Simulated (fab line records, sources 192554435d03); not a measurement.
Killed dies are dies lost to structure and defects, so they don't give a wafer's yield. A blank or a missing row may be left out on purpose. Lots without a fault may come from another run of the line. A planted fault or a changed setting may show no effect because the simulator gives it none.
fab line records | flow n5_finfet
record lots=10 wafers=26 last_day=17
route steps=1938 shown BEOL_M2@892 BEOL_M4@1111 PASSIVATION@1936
lots that met no fault: from a run of the same line without faults
start_h: hours from the record's first day to the start of the lot's first wafer shown | wait_h: hours since the lot's step before | " the same as in the row above | L1.1+2: a row that stands for several wafers | - no value, or no start given | * or withheld: withheld | < > ~ a bound
route shown NAME@n: a module of which the file shows steps, and the number in the route of the first | usual: mean/standard deviation of fault-free wafers | same: alike in all rows | chamber/n: place in a boat | sites: the reading at each site | _std_site: their standard deviation | _edge_site: outer sites' mean less inner sites' | radius_mm: how far each site lies from the wafer's centre | mask NAME#n: copy n | behind: the tool/chamber that last shaped the wafer | hold: why the lot was held/for how many hours/how that ended | device: the transistor (n, p or np) that didn't switch | end of line: the same wafers' tests at the end of the route | a step without rows: its recipe alone | killed: dies lost to structure and defects at the first sort, not the wafer's yield | map: a wafer's dies, x killed, . not, _ none there
set.NAME: the setting as run; set.NAME@STEP: as run at that earlier step | model.NAME: the simulator's own value behind a step, which no gauge read
steps of the route over a sample of lots; a table a step, a row a wafer
services: from which hour (start_h, from the record's first day; less than 0 if before it) a tool's chamber was out of use, for how many hours, and why
## steps
# step N5_BEOL_M2_STRIP_97
# recipe chemistry=N2/H2 time_s=10 power_w=450 temp_c=40 pressure_mtorr=20 rf_frequency_hz=6e+07 bias_power_w=7 n2_flow_sccm=200 h2_flow_sccm=200
# usual drypump_motor_current_A=5.7/0.46 oes_product_au=0.84/0.073 rf_vpp_V=59.3/0.82 showerhead_plenum_p_Torr=2.59/0.084 throttle_valve_pct=23.6/0.38
# columns lot.wafer tool chamber start_h wait_h drypump_motor_current_A oes_product_au rf_hours_counter_h rf_vpp_V showerhead_plenum_p_Torr throttle_valve_pct
L932.1 rie_diel-06 3 - - 5.8 0.86 66 60.0 2.68 23.3
L932.2 " 2 " " 5.1 0.89 29 59.5 2.59 23.4
L932.5 " 2 " " 5.1 0.89 - 59.5 2.59 23.4
L933.1 rie_diel-06 0 - - 6.2 0.87 48 59.1 2.70 23.4
L933.5 " 1 " " 6.1 0.79 - 59.4 2.44 23.3
L933.6 " 0 " " 6.2 0.87 - 59.3 2.70 23.4
L934.1 rie_diel-06 3 - - 5.8 0.85 73 59.0 2.67 23.3
L934.2 " 2 " " 5.1 0.88 35 58.9 2.59 23.4
L934.6 " 3 " " 5.8 0.85 - 59.7 2.67 23.3
L935.3 rie_diel-06 3 - - 5.8 0.84 75 59.7 2.67 23.4
L935.4 " 0 " " 6.2 0.85 57 58.7 2.70 23.4
L937.4 rie_diel-02 2 - - 5.6 0.67 - 61.5 2.48 23.9
L937.5 " 3 " " 4.9 0.81 - 59.8 2.57 23.4
L937.6 " 0 " " 6.4 0.92 - 58.5 2.48 24.1
L941.1 rie_diel-02 2 - - 5.6 0.67 261 59.1 2.48 23.8
L941.3 " 3 " " 4.9 0.79 103 59.9 2.57 23.4
L941.6 " 0 " " 6.5 0.89 - 58.8 2.48 24.1
L947.4 rie_diel-06 3 - - 5.8 0.82 99 59.0 2.66 23.4
L947.5 " 2 " " 5.1 0.84 - 60.1 2.58 23.4
L948.2 rie_diel-02 0 - - 6.4 0.88 62 59.4 2.47 24.1
L948.3 " 1 " " 5.7 0.92 17 59.8 2.58 23.2
L949.4 rie_diel-03 0 - - 6.1 0.79 129 58.5 2.54 24.2
L949.6 " 1 " " 5.7 0.88 - 60.6 2.68 23.1
L950.2 rie_diel-06 2 - - 5.1 0.83 65 57.9 2.58 23.4
L950.3 " 1 " " 6.1 0.75 137 57.9 2.42 23.4
L950.6 " 0 " " 6.1 0.81 - 60.2 2.68 23.4
# step N5_BEOL_M2_OCD_MEAS_38
# usual trench_depth_nm=56.2/1.1
# columns lot.wafer tool chamber start_h wait_h trench_depth_nm
L932.1 ocd-02 - 161.17 - 58.1
L932.2 " - " " 56.2
L932.5 " - " " 57.4
L933.1 ocd-01 - 163.74 - 54.5
L933.5 " - " " 55.2
L933.6 " - " " 55.6
L934.1 ocd-02 - 182.29 - 59.1
L934.2 " - " " 57.2
L934.6 " - " " 58.2
L935.3 ocd-01 - 187.37 - 58.5
L935.4 " - " " 54.6
L937.4 ocd-01 - 199.37 - 54.7
L937.5 " - " " 55.2
L937.6 " - " " 57.4
L941.1 ocd-02 - 218.40 - 54.9
L941.3 " - " " 54.5
L941.6 " - " " 55.0
L947.4 ocd-02 - 255.43 - 58.5
L947.5 " - " " 56.1
L948.2 ocd-02 - 269.42 - 56.1
L948.3 " - " " 56.1
L949.4 ocd-02 - 271.94 - 55.5
L949.6 " - " " 56.6
L950.2 ocd-02 - 276.14 - 56.4
L950.3 " - " " 55.9
L950.6 " - " " 56.1
# step N5_BEOL_M2_PRE_CLEAN_45
# recipe gas=H2/He time_s=30 temp_c=250
# usual heater_power_w=329/34
# columns lot.wafer tool chamber start_h wait_h heater_power_w
L932.1 pvd_sputter-02 - 161.75 0.0 339
L932.2 " - " " 281
L932.5 " - " " 310
L933.1 pvd_sputter-01 - 164.10 0.0 304
L933.5 " - " " 398
L933.6 " - " " 357
L934.1 pvd_sputter-01 - 182.85 0.0 350
L934.2 " - " " 282
L934.6 " - " " 388
L935.3 pvd_sputter-02 - 187.95 0.0 289
L935.4 " - " " 336
L937.4 pvd_sputter-01 - 199.60 0.0 347
L937.5 " - " " 309
L937.6 " - " " 279
L941.1 pvd_sputter-02 - 219.21 0.0 345
L941.3 " - " " 273
L941.6 " - " " 341
L947.4 pvd_sputter-03 - 255.88 0.0 324
L947.5 " - " " 351
L948.2 pvd_sputter-03 - 269.65 0.0 379
L948.3 " - " " 354
L949.4 pvd_sputter-03 - 272.52 0.0 325
L949.6 " - " " 350
L950.2 pvd_sputter-03 - 276.37 0.0 372
L950.3 " - " " 349
L950.6 " - " " 319
# step N5_BEOL_M2_ALD_84
# recipe material=TaN target_thk_a=* temp_c=275 ald_precursor_family=PDMAT ald_co_reactant=NH3 pressure_torr=3 carrier_flow_sccm=1500 pulse_time_s=2 purge_time_s=3 co_reactant_purge_time_s=2 co_reactant_pulse_time_s=3 ald_cycles=30 precursor_vessel_temp_c=75 precursor_vessel_pressure_torr=26.25 precursor_vessel_carrier_sccm=1000
# usual ald_cycles=30/0 heater_power_w=414/53
# same purge_time_s=3
# columns lot.wafer tool chamber start_h wait_h ald_cycles heater_power_w
L932.1 ald_metal-01 1 162.04 0.3 30 524
L932.2 " 0 " " 30 377
L932.5 " 0 " " 30 375
L933.1 ald_metal-04 0 164.16 0.0 30 506
L933.5 " 0 " " 30 509
L933.6 " 1 " " 30 379
L934.1 ald_metal-03 2 182.91 0.0 30 412
L934.2 " 3 " " 30 395
L934.6 " 2 " " 30 413
L935.3 ald_metal-03 3 188.24 0.3 30 404
L935.4 " 2 " " 30 420
L937.4 ald_metal-01 3 199.89 0.3 30 392
L937.5 " 1 " " 30 519
L937.6 " 2 " " 30 386
L941.1 ald_metal-01 3 219.29 0.1 30 399
L941.3 " 0 " " 30 381
L941.6 " 2 " " 30 379
L947.4 ald_metal-01 0 256.05 0.1 30 387
L947.5 " 2 " " 24 390
L948.2 ald_metal-01 3 269.71 0.0 24 394
L948.3 " 1 " " 30 533
L949.4 ald_metal-03 0 272.58 0.0 30 398
L949.6 " 3 " " 30 394
L950.2 ald_metal-01 0 276.43 0.0 24 387
L950.3 " 1 " " 30 532
L950.6 " 0 " " 30 380
# step N5_BEOL_M4_RC_MEAS_101
# usual CHAIN_V1=229/7.8 CHAIN_V1_max_site=237/8.7 COMB_M2=5.4e-11/1.2e-11 COMB_M2_max_site=7.6e-11/1.8e-11 DIBL_N=36.3/1.6 DIBL_P=36.2/2 IOFF_N=0.160/0.028 IOFF_P=0.21/0.036 ION_N=677/11 ION_P=465/6.9 SS_N=71.5/0.55 SS_P=73.3/0.64 VT_N=250/3 VT_P=-250/3.5
# columns lot.wafer tool chamber start_h wait_h CHAIN_V1[ohm/link] CHAIN_V1_max_site[ohm/link] COMB_M2[S/m] COMB_M2_max_site[S/m] DIBL_N[mV/V] DIBL_P[mV/V] IOFF_N[nA/um] IOFF_P[nA/um] ION_N[uA/um] ION_P[uA/um] SS_N[mV/dec] SS_P[mV/dec] VT_N[mV] VT_P[mV]
L932.1 prober-01 0 200.16 0.0 224 237 3.8e-11 4.6e-11 33.3 33.7 0.114 0.15 660 456 70.6 72.6 256 -255
L932.2 " 0 " " 229 240 4.6e-11 6.6e-11 34.5 34.8 0.136 0.17 679 470 70.5 72.8 255 -252
L932.5 " 0 " " 225 233 4.5e-11 6.4e-11 34.5 33.9 0.139 0.16 669 457 71.2 73.1 252 -254
L933.1 prober-02 0 202.72 0.0 222 227 3.6e-11 6e-11 37.8 37.0 0.155 0.22 679 473 71.5 73.6 251 -249
L933.5 " 0 " " 231 247 5.5e-11 7.7e-11 38.3 36.7 0.152 0.22 662 469 71.8 73.4 253 -248
L933.6 " 0 " " 224 231 6.1e-11 9.3e-11 40.5 40.7 0.222 0.30 699 477 72.4 74.5 246 -244
L934.1 prober-01 0 204.48 0.0 222 233 5.2e-11 7.8e-11 37.1 36.7 0.159 0.21 679 467 72.0 73.0 250 -252
L934.2 " 0 " " 219 229 4.4e-11 7.1e-11 37.2 35.5 0.166 0.20 671 459 72.2 72.8 247 -250
L934.6 " 0 " " 216 223 5.7e-11 7.4e-11 36.6 35.7 0.150 0.19 683 461 71.2 72.2 249 -250
L935.3 prober-01 0 209.69 0.3 234 240 6.6e-11 8.5e-11 37.7 40.4 0.219 0.27 702 478 71.6 74.7 243 -248
L935.4 " 0 " " 226 231 7.2e-11 8.3e-11 35.0 36.8 0.160 0.20 675 459 71.2 72.7 250 -252
L937.4 prober-01 0 231.14 0.5 243 246 5.1e-11 6.6e-11 37.8 38.9 0.187 0.29 684 478 71.4 73.6 246 -243
L937.5 " 0 " " 235 241 6.5e-11 9.9e-11 38.0 39.1 0.190 0.29 688 479 72.1 73.4 248 -243
L937.6 " 0 " " 228 237 4.7e-11 7.3e-11 37.6 38.2 0.177 0.27 673 469 71.1 73.6 248 -244
L941.1 prober-01 0 242.18 0.0 249 254 6.1e-11 7.8e-11 37.0 36.9 0.165 0.19 680 460 72.2 73.3 249 -254
L941.3 " 0 " " 233 240 3.9e-11 5.9e-11 36.2 37.5 0.169 0.20 685 469 71.6 73.2 251 -252
L941.6 " 0 " " 237 244 4.3e-11 6e-11 37.1 37.5 0.171 0.20 691 471 72.1 74.1 249 -256
L947.4 prober-02 0 280.82 0.5 232 243 9.4e-11 1.3e-10 38.5 38.1 0.206 0.27 692 471 72.0 74.1 245 -246
L947.5 " 0 " " 191 199 8.2e-11 9.9e-11 37.5 35.7 0.178 0.23 697 476 71.6 73.1 249 -250
L948.2 prober-01 0 300.23 0.2 187 193 9.9e-11 1.67e-10 33.4 31.5 0.118 0.16 669 455 71.0 72.4 252 -255
L948.3 " 0 " " 227 236 5.6e-11 7.5e-11 37.0 35.3 0.179 0.21 684 465 71.2 73.6 247 -249
L949.4 prober-02 0 300.57 0.5 235 244 4.7e-11 5.8e-11 34.3 34.8 0.135 0.20 665 463 71.1 73.0 251 -249
L949.6 " 0 " " 244 254 6.7e-11 1.21e-10 34.5 34.4 0.128 0.18 665 462 70.9 73.1 253 -252
L950.2 prober-01 0 305.89 0.2 188 193 7.9e-11 1.2e-10 37.6 36.3 0.190 0.23 700 480 71.7 73.4 246 -249
L950.3 " 0 " " 221 232 5.1e-11 8.1e-11 36.7 35.4 0.172 0.21 682 463 71.5 73.3 247 -250
L950.6 " 0 " " 214 222 4.9e-11 6.3e-11 35.5 34.4 0.151 0.20 684 465 71.0 73.7 246 -248
# sites CHAIN_V1 radius_mm=0,75,75,75,75,140,140,140,140
L932.1 217 225 227 225 223 218 221 224 237
L933.1 212 224 219 227 217 223 216 222 224
L934.1 220 228 229 233 226 213 221 221 222
L935.3 223 240 235 228 234 228 236 236 228
L937.4 243 246 246 246 243 234 234 245 236
L941.1 252 249 248 249 249 254 238 243 246
L947.4 225 231 231 238 228 234 243 242 232
L948.2 179 192 186 189 193 186 186 187 189
L949.4 235 244 235 241 241 232 227 235 232
L950.2 185 193 189 192 189 187 188 184 185
# sites COMB_M2 radius_mm=0,75,75,75,75,140,140,140,140
L932.1 2.5e-11 4e-11 4.3e-11 3e-11 3.8e-11 4.4e-11 3.5e-11 4.6e-11 3.4e-11
L933.1 3.7e-11 3.6e-11 3.1e-11 3.2e-11 3.9e-11 4.2e-11 3.1e-11 3.2e-11 6e-11
L934.1 4.6e-11 7.1e-11 5.2e-11 6.8e-11 4.8e-11 5e-11 7.8e-11 6e-11 3.7e-11
L935.3 6.7e-11 5.7e-11 8.5e-11 6.6e-11 7.5e-11 5.7e-11 4.6e-11 6.7e-11 6.3e-11
L937.4 5.8e-11 3.4e-11 6.6e-11 4.2e-11 3.7e-11 6.3e-11 6.1e-11 4.8e-11 5.1e-11
L941.1 6.1e-11 6.3e-11 4.8e-11 7.7e-11 5.1e-11 5.7e-11 6.6e-11 7.8e-11 5.3e-11
L947.4 1.3e-10 5e-11 9.4e-11 6.3e-11 6.5e-11 8.1e-11 1.05e-10 1.03e-10 1.13e-10
L948.2 1.03e-10 7.7e-11 9.4e-11 9.2e-11 9.9e-11 1.3e-10 1.67e-10 1.14e-10 9.3e-11
L949.4 5.3e-11 4.7e-11 4.8e-11 3.8e-11 3.4e-11 4.7e-11 4.3e-11 5.8e-11 4.4e-11
L950.2 8.4e-11 7.9e-11 1.2e-10 9.4e-11 6.4e-11 8.8e-11 6.5e-11 7.8e-11 7.6e-11
# step N5_PASSIVATION_PROBE_49
# usual defect_limited_yield=91.2/1.5 killed_at_M0_to_M3=36/10 killed_at_M4_up=13/6 killed_at_contacts=11/5.2 killed_at_front_end=40/11 killed_at_other=3.1/2.9 killed_dies=104/17 killed_on_rim=14/3.6 killed_open=66/12 killed_short=34/7.7 sort_bin_4_leakage=0/0 sort_bin_5_function=5.1/0.91 sort_bin_6_memory=3.2/0.67 sort_n_pass=1076/17 sort_yield_pct=91.2/1.5
# same gross_dies=1180 killed_at_back_side=0 sort_bin_8_speed[%]=0
# columns lot.wafer tool chamber start_h wait_h defect_limited_yield[%] killed_at_M0_to_M3 killed_at_M4_up killed_at_contacts killed_at_front_end killed_at_other killed_dies killed_on_rim killed_open killed_short sort_bin_4_leakage[%] sort_bin_5_function[%] sort_bin_6_memory[%] sort_n_pass sort_yield_pct[%]
L932.1 prober-01 - 301.01 0.3 91.7 37 23 11 18 9 98 15 69 24 0 4.5 3.3 1082 91.7
L932.2 prober-01 - 301.06 0.3 91.8 36 20 14 20 7 97 10 74 23 0 4.6 3.5 1083 91.8
L932.5 prober-01 - 301.21 0.5 88.9 46 22 9 43 11 131 14 84 37 0 5.8 4.3 1049 88.9
L934.1 prober-02 - 302.56 0.0 88.6 46 12 16 51 9 134 12 76 52 0 6.4 4.2 1046 88.6
L934.2 prober-02 - 302.61 0.1 91.0 32 11 22 38 3 106 14 69 34 0 5.7 3.2 1074 91.0
L934.6 prober-02 - 302.81 0.3 90.7 42 15 10 43 0 110 13 65 42 0 5.2 3.7 1070 90.7
L933.1 prober-02 - 306.24 0.0 89.6 40 17 5 53 8 123 16 59 47 0 5.3 3.9 1057 89.6
L933.5 prober-02 - 306.44 0.2 88.0 43 17 4 74 4 142 16 94 38 0 6.9 4.3 1038 88.0
L933.6 prober-02 - 306.49 0.3 89.3 65 7 7 46 1 126 14 69 53 0 6.1 4.3 1054 89.3
L935.3 prober-01 - 310.75 0.1 89.7 35 11 21 50 5 122 15 77 42 0 5.6 4.2 1058 89.7
L935.4 prober-01 - 310.80 0.2 91.9 43 7 16 26 4 96 12 60 34 0 4.8 3.0 1084 91.9
L937.4 prober-02 - 348.82 0.2 90.7 41 8 8 52 1 110 16 63 46 0 6.0 2.9 1070 90.7
L937.5 prober-02 - 348.87 0.2 91.0 34 15 16 35 6 106 15 61 33 0 4.9 3.3 1074 91.0
L937.6 prober-02 - 348.92 0.3 91.4 45 18 9 25 5 102 12 73 28 0 5.0 3.4 1078 91.4
L941.1 prober-02 - 352.91 0.7 91.5 35 13 17 34 1 100 13 68 32 0 5.1 3.3 1080 91.5
L941.3 prober-02 - 353.01 0.8 92.8 38 10 6 30 1 85 9 63 20 0 4.7 2.4 1095 92.8
L941.6 prober-02 - 353.16 0.9 90.9 29 18 11 45 4 107 9 72 35 0 5.7 3.3 1073 90.9
L947.4 prober-02 - 389.81 0.2 90.0 34 22 9 53 0 118 16 79 36 0 6.8 3.1 1062 90.0
L947.5 prober-02 - 389.86 0.2 88.8 45 20 12 53 2 132 20 67 40 1.44 5.3 3.6 1048 88.8
L949.4 prober-02 - 403.17 0.2 90.8 33 33 7 36 0 109 11 77 31 0 5.1 4.1 1071 90.8
L949.6 prober-02 - 403.27 0.3 91.2 34 18 8 44 0 104 16 71 24 0 4.9 2.7 1076 91.2
L948.2 prober-01 - 403.92 0.1 86.9 61 25 19 50 0 155 21 91 38 2.03 6.9 3.9 1025 86.9
L948.3 prober-01 - 403.97 0.1 90.3 35 7 14 55 3 114 11 60 39 0 5.3 2.9 1066 90.3
L950.2 prober-02 - 417.33 0.1 92.9 35 6 6 32 5 84 11 34 22 1.69 2.2 2.6 1096 92.9
L950.3 prober-02 - 417.38 0.1 93.0 26 14 2 39 2 83 12 48 34 0 3.9 2.8 1097 93.0
L950.6 prober-02 - 417.53 0.3 91.2 27 12 11 50 4 104 11 66 37 0 5.3 3.0 1076 91.2
# killed by level:class
L932.1 BEOL_M1:geometric_particle:open=13 BEOL_M4:geometric_particle:open=10 MOL_CONTACT_COAG:geometric_particle:open=8 BEOL_M0:geometric_particle:open=7 STI_FIN_REVEAL:geometric_particle:open=6 BEOL_M0_SAQP:geometric_particle:open=6 BEOL_M4:geometric_particle:short=6 PASS1_CAP:geometric_particle:open=4
L932.2 BEOL_M4:geometric_particle:open=13 MOL_CONTACT_COAG:geometric_particle:open=12 BEOL_M0:geometric_particle:open=8 FIN_SAQP:geometric_particle:open=7 BEOL_M0_SAQP:geometric_particle:open=7 BEOL_M3:geometric_particle:open=7 BEOL_M0_SAQP:geometric_particle:short=5 FIN_SAQP:geometric_particle:short=4
L932.5 BEOL_M0_SAQP:geometric_particle:open=11 STI_FIN_REVEAL:geometric_particle:open=10 BEOL_M0_SAQP:geometric_particle:short=10 BEOL_M2:geometric_particle:open=10 BEOL_M4:geometric_particle:open=9 MOL_CONTACT_COAG:geometric_particle:open=7 BEOL_M3:geometric_particle:open=7 FIN_SAQP:geometric_particle:short=6
L934.1 BEOL_M0_SAQP:geometric_particle:short=16 BEOL_M0_SAQP:geometric_particle:open=11 FIN_SAQP:geometric_particle:short=10 STI_FIN_REVEAL:geometric_particle:open=10 MOL_CONTACT_COAG:geometric_particle:open=9 GATE_CUT:geometric_particle:short=8 BEOL_M0:geometric_particle:open=7 DUMMY_GATE:geometric_particle:open=6
L934.2 MOL_CONTACT_COAG:geometric_particle:open=20 FIN_SAQP:geometric_particle:short=10 STI_FIN_REVEAL:geometric_particle:open=9 BEOL_M2:geometric_particle:open=7 BEOL_M0_SAQP:geometric_particle:open=7 BEOL_M0_SAQP:geometric_particle:short=7 STI_FIN_REVEAL:geometric_particle:short=3 DUMMY_GATE:geometric_particle:short=3
L934.6 FIN_SAQP:geometric_particle:short=12 BEOL_M0_SAQP:geometric_particle:short=11 MOL_CONTACT_COAG:geometric_particle:open=10 BEOL_M0_SAQP:geometric_particle:open=9 BEOL_M1:geometric_particle:open=8 STI_FIN_REVEAL:geometric_particle:open=6 BEOL_M3:geometric_particle:open=6 BEOL_M4:geometric_particle:open=5
L933.1 BEOL_M0_SAQP:geometric_particle:open=14 BEOL_M0_SAQP:geometric_particle:short=14 HKMG_FIN:area_etch=9 GATE_CUT:geometric_particle:short=8 FIN_SAQP:geometric_particle:short=7 FIN_SAQP:geometric_particle:open=6 GATE_CUT:geometric_particle:open=6 BEOL_M4:geometric_particle:open=5
L933.5 FIN_SAQP:geometric_particle:open=27 BEOL_M0:geometric_particle:open=12 FIN_SAQP:geometric_particle:short=10 GATE_CUT:geometric_particle:open=8 BEOL_M0_SAQP:geometric_particle:open=8 BEOL_M3:geometric_particle:open=8 HKMG_FIN:area_etch=8 BEOL_M0_SAQP:geometric_particle:short=6
L933.6 BEOL_M0_SAQP:geometric_particle:open=26 BEOL_M0_SAQP:geometric_particle:short=23 FIN_SAQP:geometric_particle:short=9 FIN_SAQP:geometric_particle:open=7 DUMMY_GATE:geometric_particle:open=5 MOL_CONTACT_COAG:geometric_particle:open=5 STARTING-WAFER:geometric_particle:open=4 BEOL_M0:geometric_particle:open=4
L935.3 FIN_SAQP:geometric_particle:short=25 MOL_CONTACT_COAG:geometric_particle:open=15 BEOL_M1:geometric_particle:open=12 FIN_SAQP:geometric_particle:open=7 STI_FIN_REVEAL:geometric_particle:open=7 BEOL_M3:geometric_particle:open=6 BEOL_M2:geometric_particle:open=5 MOL_CONTACT_COAG:geometric_particle:short=5
L935.4 MOL_CONTACT_COAG:geometric_particle:open=13 BEOL_M0_SAQP:geometric_particle:short=12 BEOL_M0_SAQP:geometric_particle:open=12 GATE_CUT:geometric_particle:open=7 BEOL_M3:geometric_particle:open=7 BEOL_M1:geometric_particle:short=5 FIN_SAQP:geometric_particle:open=4 DUMMY_GATE:geometric_particle:open=3
L937.4 FIN_SAQP:geometric_particle:short=17 FIN_SAQP:geometric_particle:open=14 BEOL_M0_SAQP:geometric_particle:short=11 BEOL_M0_SAQP:geometric_particle:open=9 BEOL_M2:geometric_particle:open=8 MOL_CONTACT_COAG:geometric_particle:open=7 BEOL_M1:geometric_particle:open=7 STARTING-WAFER:geometric_particle:short=6
L937.5 MOL_CONTACT_COAG:geometric_particle:open=14 BEOL_M0_SAQP:geometric_particle:short=10 BEOL_M3:geometric_particle:open=8 FIN_SAQP:geometric_particle:short=7 BEOL_M1:geometric_particle:open=7 BEOL_M0_SAQP:geometric_particle:open=7 HKMG_FIN:area_etch=7 FIN_SAQP:geometric_particle:open=4
L937.6 BEOL_M0_SAQP:geometric_particle:open=12 BEOL_M0_SAQP:geometric_particle:short=10 BEOL_M3:geometric_particle:open=10 BEOL_M4:geometric_particle:open=10 FIN_SAQP:geometric_particle:open=7 MOL_CONTACT_COAG:geometric_particle:open=6 STI_FIN_REVEAL:geometric_particle:open=5 BEOL_M1:geometric_particle:open=4
L941.1 MOL_CONTACT_COAG:geometric_particle:open=14 BEOL_M3:geometric_particle:open=11 BEOL_M2:geometric_particle:open=9 FIN_SAQP:geometric_particle:short=7 FIN_SAQP:geometric_particle:open=6 BEOL_M0:geometric_particle:open=5 STARTING-WAFER:geometric_particle:open=5 DUMMY_GATE:geometric_particle:open=4
L941.3 BEOL_M3:geometric_particle:open=12 BEOL_M0_SAQP:geometric_particle:open=8 STI_FIN_REVEAL:geometric_particle:open=6 MOL_CONTACT_COAG:geometric_particle:open=6 FIN_SAQP:geometric_particle:open=5 DUMMY_GATE:geometric_particle:open=5 BEOL_M2:geometric_particle:open=5 SPACER0:geometric_particle:open=4
L941.6 FIN_SAQP:geometric_particle:open=12 MOL_CONTACT_COAG:geometric_particle:open=9 BEOL_M3:geometric_particle:open=9 BEOL_M5:geometric_particle:open=7 FIN_SAQP:geometric_particle:short=6 DUMMY_GATE:geometric_particle:open=6 BEOL_M4:geometric_particle:open=6 GATE_CUT:geometric_particle:short=5
L947.4 FIN_SAQP:geometric_particle:open=13 BEOL_M2:geometric_particle:open=9 FIN_SAQP:geometric_particle:short=6 DUMMY_GATE:geometric_particle:open=6 ILD0:geometric_particle:open=6 MOL_CONTACT_COAG:geometric_particle:open=6 BEOL_M0_SAQP:geometric_particle:short=6 BEOL_M3:geometric_particle:open=6
L947.5 M2:area_ald=17 ILD0:geometric_particle:short=11 MOL_CONTACT_COAG:geometric_particle:open=11 FIN_SAQP:geometric_particle:open=9 FIN_SAQP:geometric_particle:short=9 BEOL_M4:geometric_particle:open=8 BEOL_M3:geometric_particle:open=8 BEOL_M1:geometric_particle:open=5
L949.4 BEOL_M4:geometric_particle:open=21 BEOL_M0_SAQP:geometric_particle:open=9 FIN_SAQP:geometric_particle:open=8 GATE_CUT:geometric_particle:short=6 BEOL_M1:geometric_particle:open=6 STI_FIN_REVEAL:geometric_particle:open=5 MOL_CONTACT_COAG:geometric_particle:open=5 BEOL_M2:geometric_particle:open=5
L949.6 FIN_SAQP:geometric_particle:open=14 BEOL_M3:geometric_particle:open=11 BEOL_M4:geometric_particle:open=10 HKMG_FIN:area_etch=9 MOL_CONTACT_COAG:geometric_particle:open=8 BEOL_M0_SAQP:geometric_particle:open=8 FIN_SAQP:geometric_particle:short=7 BEOL_M0_SAQP:geometric_particle:short=6
L948.2 M2:area_ald=24 FIN_SAQP:geometric_particle:open=13 BEOL_M4:geometric_particle:open=13 MOL_CONTACT_COAG:geometric_particle:open=12 BEOL_M1:geometric_particle:open=12 FIN_SAQP:geometric_particle:short=11 MOL_CONTACT_COAG:geometric_particle:short=7 BEOL_M0_SAQP:geometric_particle:open=6
L948.3 FIN_SAQP:geometric_particle:short=14 BEOL_M0_SAQP:geometric_particle:open=13 HKMG_FIN:area_etch=12 FIN_SAQP:geometric_particle:open=9 MOL_CONTACT_COAG:geometric_particle:open=9 MOL_CONTACT_COAG:geometric_particle:short=5 BEOL_M2:geometric_particle:open=4 BEOL_M0_SAQP:geometric_particle:short=4
L950.2 M2:area_ald=20 FIN_SAQP:geometric_particle:short=6 BEOL_M3:geometric_particle:open=6 HKMG_FIN:area_etch=5 STI_FIN_REVEAL:geometric_particle:open=4 GATE_CUT:geometric_particle:short=4 MOL_CONTACT_COAG:geometric_particle:open=4 BEOL_M1:geometric_particle:open=4
L950.3 FIN_SAQP:geometric_particle:open=10 BEOL_M3:geometric_particle:open=8 FIN_SAQP:geometric_particle:short=7 BEOL_M0_SAQP:geometric_particle:open=7 BEOL_M4:geometric_particle:open=6 GATE_CUT:geometric_particle:short=5 BEOL_M0_SAQP:geometric_particle:short=5 SPACER0:geometric_particle:short=3
L950.6 FIN_SAQP:geometric_particle:short=16 FIN_SAQP:geometric_particle:open=14 BEOL_M3:geometric_particle:open=10 MOL_CONTACT_COAG:geometric_particle:open=9 STI_FIN_REVEAL:geometric_particle:open=7 BEOL_M0_SAQP:geometric_particle:open=7 BEOL_M4:geometric_particle:open=5 STARTING-WAFER:geometric_particle:open=3
## services
# columns tool chamber start_h hours kind
ald_metal-01 1 152.62 6.5 repair
pvd_sputter-03 - 169.46 17.4 repair
ald_metal-04 1 170.44 13.7 repair
rie_diel-02 2 177.14 9.3 repair
rie_diel-02 1 178.63 14.1 repair
ald_metal-04 - 186.83 8.7 pm
rie_diel-03 1 186.86 6.5 repair
rie_diel-02 1 193.11 - clean
rie_diel-02 1 193.11 - consumable_replace:focus_ring
rie_diel-02 1 193.11 25.0 scheduled_down
rie_diel-02 1 193.11 25.0 vent_cycle
rie_diel-03 1 202.38 5.7 repair
ald_metal-04 3 204.08 28.1 repair
rie_diel-03 - 207.12 0.4 repair
rie_diel-02 2 220.79 6.6 repair
rie_diel-02 3 222.10 1.4 repair
rie_diel-02 2 227.67 - clean
rie_diel-02 2 227.67 - consumable_replace:focus_ring
rie_diel-03 2 246.73 2.6 repair
ald_metal-04 0 250.53 14.7 repair
ald_metal-01 1 252.08 4.1 repair
ald_metal-03 - 259.98 8.7 pm
pvd_sputter-01 - 265.60 4.9 repair
ald_metal-03 1 272.93 4.8 repair
## key
first_sign step=N5_BEOL_M2_ALD_84 reading=ald_cycles direction=down sigmas=99+ usual=* struck=*
effect step=N5_BEOL_M4_RC_MEAS_101 reading=CHAIN_V1 direction=down sigmas=5.1 usual=229 struck=189
effect step=N5_BEOL_M4_RC_MEAS_101 reading=COMB_M2 direction=up sigmas=2.8 usual=5.4e-11 struck=8.7e-11
effect step=N5_BEOL_M4_RC_MEAS_101 reading=CHAIN_V1_max_site direction=down sigmas=4.8 usual=237 struck=195
effect step=N5_BEOL_M4_RC_MEAS_101 reading=COMB_M2_max_site direction=up sigmas=2.9 usual=7.6e-11 struck=1.29e-10
effect step=N5_PASSIVATION_PROBE_49 reading=sort_bin_4_leakage direction=up sigmas=20 usual=0 struck=1.72
met_at N5_BEOL_M2_ALD_84
struck_lots L947,L948,L950
struck_wafers L947.5,L948.2,L950.2
baseline_loss step=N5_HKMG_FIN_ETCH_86 wafers=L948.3
not_acting_at N5_BEOL_M2_STRIP_97,N5_BEOL_M2_OCD_MEAS_38,N5_BEOL_M2_PRE_CLEAN_45
onset_between 219.29 256.05
fault kind=process_parameter_drift tool=ald_metal-01 chamber=- onset_h=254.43 steps=N5_BEOL_M2_ALD_84 channel=ald_cycles offset=* shape=step end_h=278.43 scope=struck_wafers_only acts_in=* stated=*
# baseline_loss: these wafers lose ten dies or more at that step, a loss of the line's own and not of a fault; the sort's usual values leave them out
